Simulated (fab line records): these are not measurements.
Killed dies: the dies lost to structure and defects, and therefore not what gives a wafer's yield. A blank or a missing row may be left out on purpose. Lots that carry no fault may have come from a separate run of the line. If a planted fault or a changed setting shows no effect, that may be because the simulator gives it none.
Chamber matching	flow n5-finfet	N5_HKMG_FIN_HK_ALD_01 on ald-hk-02: 4 sister chambers
The step deposits HfO2, target thk 1.6 nm, pulse time 3 s, purge time 3 s. 8 wafers are shown with their chamber, then 7 later ones without.

WAFERS WITH THEIR CHAMBER
wafer	chamber	precursor-pulse-height-rel
L075.4	1	0.980
L075.5	1	0.982
L077.1	2	1.034
L077.5	3	1.004
L079.1	3	0.999
L079.6	0	0.995
L085.2	2	0.992
L085.4	0	1.018

WAFERS WITH NO CHAMBER GIVEN
wafer	precursor-pulse-height-rel
L085.6	1.006
L086.1	1.004
L086.2	0.977
L086.4	0.999
L088.2	1.019
L088.3	0.993
L088.5	1.018

CHAMBER TAKEN BY EACH
wafer	from the rows above	in truth
L085.6	can't be placed: 0 or 3 or 2 or 1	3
L086.1	can't be placed: 0 or 3 or 2 or 1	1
L086.2	can't be placed: 1 or 3 or 0 or 2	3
L086.4	can't be placed: 3 or 0 or 2 or 1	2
L088.2	can't be placed: 2 or 0 or 3 or 1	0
L088.3	can't be placed: 3 or 1 or 0 or 2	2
L088.5	can't be placed: 2 or 0 or 3 or 1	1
Correct placement for 0 of the 7. These rows do not allow placing 7 (true chamber among the candidates in 7). Placed wrongly: 0.
How it was worked out, from the rows above alone: a wafer's distance from a chamber is the root of the sum, over the readings, of the square of ((its reading less the chamber's mean) divided by the reading's scatter). The wafer belongs to the nearest chamber; if the next one is less than 2 further off, it can't be placed. For every chamber, the mean is computed from those of its wafers that are shown. The scatter: take each reading less its chamber's mean, square it, sum over the shown wafers, divide by the number of wafers less the number of chambers, and take the root.
